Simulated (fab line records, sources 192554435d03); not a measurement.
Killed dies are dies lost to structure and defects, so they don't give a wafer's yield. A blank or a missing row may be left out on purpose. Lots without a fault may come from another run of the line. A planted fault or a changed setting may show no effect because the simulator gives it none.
A struck lot beside a sound one | flow n5_finfet | 15 steps out of a route of 1938
Sound: wafers L948.3, L948.4, L948.6. Struck: wafer L952.6. (L952.2, L952.4 of the same lot were not struck and are left out.) The cause comes at the end.
At each step with rows: each side's tool, then ch and its chambers, then its first start. Under that, the readings that differ: sound wafers | struck wafers | difference of the means | sigmas: that difference in standard deviations of wafers without a fault.
alike: readings whose means differ by less than 2 such deviations, and words and numbers that are the same on both sides. not compared: withheld readings, readings that some wafer has no value for, bounds like >300 that may hide the same value, and numbers for which the record gives no deviation and whose values overlap.
The two part at a step that has a row with sigmas, a row that says differs or no value, or rows on one side only. Numbers that don't overlap but have no deviation are shown without sigmas and don't part them. A reading that every wafer of one side lacks parts them only if that side has two wafers or more.

N5_BEOL_M5_STRIP_91: strips in N2/H2, time 10 s.
  sound on rie_diel-03 ch 1,2; struck on rie_diel-01 ch 0
  alike: drypump_motor_current_A, oes_product_au, rf_vpp_V, showerhead_plenum_p_Torr, temp_c, throttle_valve_pct
  not compared: rf_hours_counter_h
N5_BEOL_M5_OCD_MEAS_38:
  sound on ocd-02, day 9 08:59; struck on ocd-02, day 10 11:20
  alike: trench_depth_nm
then, 4 steps without rows for these wafers: N5_BEOL_M5_HM_STRIP_39 (strips TiN in peroxide tin strip, target depth 25 nm, time 158 s); N5_BEOL_M5_SRD_40 (time 30 s); N5_BEOL_M5_PRECLEAN_42 (cleans in residue remover, time 60 s); N5_BEOL_M5_SRD_43 (time 30 s).
N5_BEOL_M5_CD_MEAS_35: target cd 28 nm, target cd y 24 nm.
  sound on cd_sem-03, day 9 09:09; struck on cd_sem-03, day 10 11:29
  reading    | sound          | struck | difference | sigmas
  cd_nm (nm) | 27.6 27.4 27.8 | 28.5   | +0.9       | +2
N5_BEOL_M5_CURE_80: cures SiCOH lowk, time 120 s.
  sound on uv_cure-01 ch 0, day 9 09:17; struck on uv_cure-02 ch 1, day 10 11:35
  alike: lamp_power_pct, wafer_temp_C_max
N5_BEOL_M5_DEGAS_44: time 60 s.
  sound on pvd_sputter-01, day 9 09:33; struck on pvd_sputter-01, day 10 11:59
  alike: heater_power_w
then, 1 step without rows for these wafers: N5_BEOL_M5_PRE_CLEAN_45 (time 30 s).
N5_BEOL_M5_ALD_86: deposits TaN, pulse time 2 s, purge time 3 s, co reactant purge time 2 s.
  sound on ald_metal-03 ch 0,3, day 9 09:42; struck on ald_metal-03 ch 2, day 10 12:05
  reading            | sound       | struck | difference | sigmas
  heater_power_w (W) | 352 357 367 | 464    | +105       | +3
  alike: chamber_pressure_Torr, precursor_vessel_temp_c
N5_BEOL_M5_SURFACE_TREAT_87:
  sound on pvd_sputter-03, day 9 09:56; struck on pvd_sputter-02, day 10 12:24
  not compared: throttle_valve_pct
N5_BEOL_M5_CVD_47: deposits Co from CCTBA/H2, target thk 3 nm, time 216 s.
  sound on cvd_co-02 ch 0,2, day 9 10:05; struck on cvd_co-01 ch 0, day 10 12:28
  reading          | sound             | struck | difference | sigmas
  run_length_s (s) | 239.4 239.3 239.4 | 125.6  | -113.8     | -99 or more
  alike: chamber_pressure_Torr
then, 1 step without rows for these wafers: N5_BEOL_M5_SPUTTER_48 (material Cu, target thk 15 nm, time 27.62 s).
N5_PASSIVATION_PROBE_49:
  the record has rows for the sound wafers here (prober-02, day 14 01:35) and none for the struck ones

WHERE THEY PART
First at N5_BEOL_M5_CD_MEAS_35; last, within this record, at N5_PASSIVATION_PROBE_49.

WHY: what the simulator had put in
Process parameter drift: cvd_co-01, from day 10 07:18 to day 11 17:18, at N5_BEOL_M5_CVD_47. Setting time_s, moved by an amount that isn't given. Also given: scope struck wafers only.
